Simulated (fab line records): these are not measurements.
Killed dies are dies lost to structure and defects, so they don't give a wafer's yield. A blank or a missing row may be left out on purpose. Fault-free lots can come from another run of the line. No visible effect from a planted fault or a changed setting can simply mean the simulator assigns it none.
Which tool was responsible? | flow n5 finfet | 11 lots, 32 wafers sampled, at 4 steps of a route of 1938

## WHAT THE GAUGES READ, wafer by wafer
N5_BEOL_M13_INSPECT_55: inspects for defects (darkfield).
lot  | measured     | on                | raw defect count
L711 | day 11 17:14 | defect inspect-02 | 101 108 86
L709 | day 11 20:13 | defect inspect-01 | 71 58 95
L713 | day 13 03:50 | defect inspect-02 | 61 69 58
L715 | day 13 10:36 | defect inspect-01 | 53 60 65
L720 | day 13 23:24 | defect inspect-02 | 56 92
L719 | day 14 04:16 | defect inspect-01 | 78 66 74
L726 | day 15 16:02 | defect inspect-02 | 79 56 48
L728 | day 16 18:19 | defect inspect-02 | 66 71 31
L731 | day 16 23:48 | defect inspect-02 | 58 61 45
L729 | day 17 00:19 | defect inspect-01 | 158 99 119
L732 | day 17 15:26 | defect inspect-02 | 96 61 86

## WHAT TOOL EACH LOT RAN ON (gives the tool, then ch and the chambers of the sampled wafers, and finally the start)
lot  | N5_BEOL_M13_ILD_DEP_00          | N5_BEOL_M13_ETCH_38                | N5_BEOL_M13_SPUTTER_43
L711 | pecvd-03 ch 0,1,2, day 11 11:00 | rie diel-05 ch 2,3, day 11 15:35   | pvd sputter-01, day 11 16:02
L709 | pecvd-01 ch 0,2, day 11 13:25   | rie diel-03 ch 0,1, day 11 18:24   | pvd sputter-03, day 11 19:02
L713 | pecvd-01 ch 0,1,2, day 12 21:44 | rie diel-05 ch 0,2,3, day 13 01:56 | pvd sputter-03, day 13 02:39
L715 | pecvd-03 ch 0,1,2, day 13 03:29 | rie diel-03 ch 1,2, day 13 08:55   | pvd sputter-01, day 13 09:14
L720 | pecvd-03 ch 1,2, day 13 15:43   | rie diel-03 ch 3, day 13 21:32     | pvd sputter-02, day 13 21:54
L719 | pecvd-03 ch 1,2, day 13 22:42   | rie diel-03 ch 0,3, day 14 02:43   | pvd sputter-01, day 14 03:05
L726 | pecvd-01 ch 1,2, day 15 07:50   | rie diel-06 ch 0,2,3, day 15 12:34 | pvd sputter-03, day 15 14:50
L728 | pecvd-04 ch 1,2, day 16 11:15   | rie diel-06 ch 1,2, day 16 16:05   | pvd sputter-03, day 16 17:07
L731 | pecvd-01 ch 0,1, day 16 18:53   | rie diel-05 ch 0,2, day 16 21:59   | pvd sputter-01, day 16 22:36
L729 | pecvd-04 ch 1,2, day 16 18:59   | rie diel-06 ch 0,3, day 16 22:20   | pvd sputter-01, day 16 23:05
L732 | pecvd-01 ch 0,1, day 17 05:58   | rie diel-03 ch 0,3, day 17 13:46   | pvd sputter-01, day 17 14:15
- N5_BEOL_M13_ILD_DEP_00: deposits SiOC from DEMS/O2, target thk 837.92 nm, time 166.4 s.
- N5_BEOL_M13_ETCH_38: etches SiCN in CF4/N2, target depth 67.5 nm, time 71.9 s.
- N5_BEOL_M13_SPUTTER_43: material TaN, target thk 15 nm, time 24.19 s.

## THE ANSWER, worked out from the rows above alone
Rule: the usual values come from the lots themselves. The widest of any qualifying gaps counts: lots, ordered by their means at a reading, are off when they make up no more than a third of the lots, leave a main group of 4 or more, and stand apart from it by 3 or more times the standard deviation of that group's means. The tables above print the reading to a certain number of digits; a main group whose means all agree to those digits is not used. A lot without any number at a reading at which 4 lots or more have one is off too. All remaining lots with rows at the step are treated as sound.
Nothing can be told from this: no lot is off at any reading shown.

## WHAT THE SIMULATOR HAD INSERTED
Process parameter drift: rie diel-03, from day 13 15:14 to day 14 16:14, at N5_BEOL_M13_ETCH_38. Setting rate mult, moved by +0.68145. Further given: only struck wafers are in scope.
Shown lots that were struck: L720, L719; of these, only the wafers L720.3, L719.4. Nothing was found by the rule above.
